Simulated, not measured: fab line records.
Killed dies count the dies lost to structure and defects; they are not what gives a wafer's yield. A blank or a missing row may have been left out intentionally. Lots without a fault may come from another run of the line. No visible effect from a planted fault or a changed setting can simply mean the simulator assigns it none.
Split-lot trial -- flow n5Finfet -- on a route of 1938 steps: 7 lots, 39 wafers read

== THE SPLIT ITSELF ==
At N5_BEOL_M5_ILD_DEP_00 (deposits SiCOH lowk from DEMS/porogen, target thk 140.64 nm, time 25.9 s), the setting targetThkA was moved away from the recipe's 1406.4 angstrom on 12 of the 39 wafers read, by -59.1% to +52.1%. All remaining wafers had this setting at the recipe value.

== BETWEEN THE SPLIT AND THE READING: the file shows 1 step in between ==
- N5_BEOL_M5_CURE_79: cures SiCOH lowk, time 240 s

== THE READING ==
M5_ILD_THK in nanometres, read at N5_BEOL_M5_THK_MEAS_01. Typical for fault-free wafers on this fab line: 121.6 nm, with standard deviation 2.1 nm.

wafer,"tool, chamber at the split","targetThkA as run, angstrom",against the recipe,"M5_ILD_THK, nm",against lot-mates on the recipe
L074.2,"pecvd-04, 2",1406.4,recipe,121.0,-
L074.5,"pecvd-04, 2",1406.4,recipe,123.6,-
L074.6,"pecvd-04, 1",1406.4,recipe,120.3,-
L082.1,"pecvd-03, 0",575.1,-59.1%,51.1,-71.3
L082.2,"pecvd-03, 1",575.1,-59.1%,49.1,-73.3
L082.3,"pecvd-03, 0",1406.4,recipe,123.4,-
L082.4,"pecvd-03, 1",575.1,-59.1%,48.8,-73.6
L082.5,"pecvd-03, 1",1406.4,recipe,120.5,-
L082.6,"pecvd-03, 0",1406.4,recipe,123.3,-
L084.1,"pecvd-04, 2",1406.4,recipe,121.7,-
L084.2,"pecvd-04, 0",1406.4,recipe,118.5,-
L084.3,"pecvd-04, 1",1406.4,recipe,119.3,-
L084.4,"pecvd-04, 0",1406.4,recipe,120.3,-
L084.5,"pecvd-04, 1",1406.4,recipe,119.4,-
L084.6,"pecvd-04, 2",1406.4,recipe,123.5,-
L085.1,"pecvd-01, 2",1406.4,recipe,120.6,-
L085.2,"pecvd-01, 1",1406.4,recipe,121.7,-
L085.3,"pecvd-01, 0",2139,+52.1%,187.0,+65.4
L085.4,"pecvd-01, 1",2139,+52.1%,187.8,+66.2
L085.5,"pecvd-01, 0",2139,+52.1%,190.7,+69.1
L085.6,"pecvd-01, 2",1406.4,recipe,122.4,-
L086.1,"pecvd-01, 2",1406.4,recipe,119.1,-
L086.2,"pecvd-01, 0",1406.4,recipe,122.5,-
L086.3,"pecvd-01, 1",1406.4,recipe,120.9,-
L086.4,"pecvd-01, 1",1406.4,recipe,122.7,-
L086.5,"pecvd-01, 0",1406.4,recipe,125.3,-
L086.6,"pecvd-01, 2",1406.4,recipe,121.6,-
L091.1,"pecvd-04, 1",815.8,-42.0%,68.3,-52.4
L091.2,"pecvd-04, 2",1406.4,recipe,120.9,-
L091.3,"pecvd-04, 0",1406.4,recipe,119.4,-
L091.4,"pecvd-04, 2",815.8,-42.0%,71.5,-49.2
L091.5,"pecvd-04, 0",815.8,-42.0%,68.2,-52.5
L091.6,"pecvd-04, 1",1406.4,recipe,121.7,-
L089.1,"pecvd-01, 2",1406.4,recipe,119.8,-
L089.2,"pecvd-01, 1",1136,-19.2%,99.1,-22.6
L089.3,"pecvd-01, 0",1136,-19.2%,101.1,-20.6
L089.4,"pecvd-01, 2",1406.4,recipe,121.4,-
L089.5,"pecvd-01, 0",1136,-19.2%,101.0,-20.7
L089.6,"pecvd-01, 1",1406.4,recipe,123.8,-

FIT RESULTS
A straight line over all 39 wafers: M5_ILD_THK changes by +1.24 nm for each +1% of targetThkA; r = +1.00; the points scatter about the line by 1.9 nm.
The same after taking each lot's own level away (the mean of its wafers on the recipe; 39 wafers): +1.25 nm for each +1%; r = +1.00; scatter 1.7 nm.
Per that fit: largest targetThkA move, reading shift of 74 nm.
The lots' own levels span 120.45 to 122.40 nm, that is 0.9 times the standard deviation above.
Consequently the slope shifts little with the lot-to-lot level, the two slopes agreeing.
Check: -73.4 nm against its lot-mates is what the line predicts for one of the wafers moved furthest among these (-59.1%) when that wafer is left out of the fit. It came out at -71.3 nm against them.

== OTHER SPLITS APPLIED TO THESE WAFERS ==
Other splits were also applied to these wafers ahead of the reading. Each is held against what the fit with the lots' levels taken away leaves over:
other split on the same wafers,wafers away from the commonest value,r with M5_ILD_THK (lot level and that fit taken away)
N5_ZERO_LAYER_DEVELOP_10 developTimeS,12,+0.16
N5_PMOS_HMC_CHANNEL_EPI_ETCH_38 targetDepthA,12,-0.10
N5_STI_FIN_REVEAL_ALD_00 targetThkA,9,+0.11
N5_MOL_CONTACT_COAG_ALD_133 aldCycles,15,-0.08
N5_BEOL_M0_SAQP_PECVD_04 timeS,18,-0.11

== THE WHOLE CHAIN: every reading that the file lists as answering this split, in the file's order ==
step,what it does,reading,change (the file's fit),r (the file's)
N5_BEOL_M5_ILD_DEP_00,"deposits SiCOH lowk from DEMS/porogen, target thk 140.64 nm, time 25.9 s","SiCOH_lowk_of_BEOL_M5_ILD_DEP_00.thkNm (the simulator's own value, which no gauge read)",+1.43 nm for each +1% of the setting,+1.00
N5_BEOL_M5_CURE_79,"cures SiCOH lowk, time 240 s","SiCOH_lowk_of_BEOL_M5_ILD_DEP_00.thkNm (the simulator's own value, which no gauge read)",+1.24 nm for each +1% of the setting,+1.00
N5_BEOL_M5_THK_MEAS_01,,M5_ILD_THK,+1.24 for each +1% of the setting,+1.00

== THE FILE'S OWN FIT ==
M5_ILD_THK changes by +1.24 nm for each +1% of targetThkA, r = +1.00.
